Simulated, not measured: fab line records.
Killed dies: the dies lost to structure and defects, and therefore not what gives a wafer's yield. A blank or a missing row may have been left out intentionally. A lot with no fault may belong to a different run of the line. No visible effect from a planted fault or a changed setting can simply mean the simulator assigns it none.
Matching of chambers | flow n5 finfet | uv cure-02 running N5_BEOL_M10_CURE_71: 3 sister chambers
The step cures SiCOH lowk, time 240 s. 24 wafers are shown with their chamber, then 12 later ones without.

== WAFERS WITH THEIR CHAMBER ==
wafer  | chamber | wafer_temp_C_max | lamp power pct (%)
L075.1 | 2       | 386.7            | 52.30
L075.2 | 2       | 387.1            | 52.26
L075.5 | 2       | 386.7            | 52.34
L077.1 | 1       | 386.0            | 52.32
L077.5 | 1       | 386.9            | 52.34
L077.6 | 1       | 386.8            | 52.34
L078.1 | 2       | 386.6            | 52.32
L078.3 | 2       | 388.2            | 52.25
L078.6 | 2       | 387.0            | 52.29
L085.3 | 2       | 387.1            | 52.24
L085.4 | 2       | 386.9            | 52.30
L085.5 | 2       | 386.6            | 52.39
L087.1 | 0       | 386.4            | 52.40
L087.2 | 0       | 385.8            | 52.38
L087.3 | 0       | 386.2            | 52.27
L087.4 | 0       | 385.6            | 52.38
L087.5 | 0       | 385.5            | 52.26
L087.6 | 0       | 385.9            | 52.40
L088.1 | 0       | 386.3            | 52.21
L088.4 | 0       | 386.5            | 52.21
L088.6 | 0       | 386.4            | 52.27
L088.2 | 0       | 386.2            | 52.36
L088.3 | 0       | 386.6            | 52.27
L088.5 | 0       | 386.3            | 52.31

SIGNATURES (means of the wafers above)
reading          | chamber 0 | chamber 1 | chamber 2 | scatter within a chamber
wafer_temp_C_max | 386.142   | 386.567   | 386.989   | 0.429
lamp power pct   | 52.3100   | 52.3333   | 52.2989   | 0.0593
Rule: a wafer lies at a distance from a chamber equal to the root of the sum of squares, over the readings, of (its reading less the chamber's mean, divided by the reading's scatter). The wafer belongs to the nearest chamber; if the next one is less than 2 further off, it can't be placed. The scatter: take each reading less its chamber's mean, square it, sum over the shown wafers, divide by the number of wafers less the number of chambers, and take the root.

== WAFERS WHOSE CHAMBER IS MISSING ==
wafer  | wafer_temp_C_max | lamp power pct (%)
L091.1 | 386.3            | 52.31
L091.3 | 386.8            | 52.38
L091.5 | 386.6            | 52.31
L091.2 | 386.4            | 52.27
L091.4 | 386.3            | 52.35
L091.6 | 386.8            | 52.32
L092.4 | 387.0            | 52.26
L092.5 | 386.4            | 52.34
L092.6 | 386.9            | 52.44
L095.2 | 386.6            | 52.29
L095.3 | 386.5            | 52.27
L095.4 | 386.1            | 52.31

== WHICH CHAMBER EACH ONE RAN IN ==
wafer  | from the rows above          | in truth
L091.1 | can't be placed: 0 or 1 or 2 | 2
L091.3 | can't be placed: 1 or 2 or 0 | 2
L091.5 | can't be placed: 1 or 2 or 0 | 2
L091.2 | can't be placed: 0 or 1 or 2 | 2
L091.4 | can't be placed: 1 or 0 or 2 | 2
L091.6 | can't be placed: 2 or 1 or 0 | 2
L092.4 | can't be placed: 2 or 1 or 0 | 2
L092.5 | can't be placed: 1 or 0 or 2 | 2
L092.6 | can't be placed: 1 or 2 or 0 | 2
L095.2 | can't be placed: 1 or 2 or 0 | 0
L095.3 | can't be placed: 0 or 1 or 2 | 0
L095.4 | can't be placed: 0 or 1 or 2 | 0
0 of 12 placed correctly. Can't be placed from these rows: 12 (the true chamber is among the candidates in 12). Placed wrongly: 0.
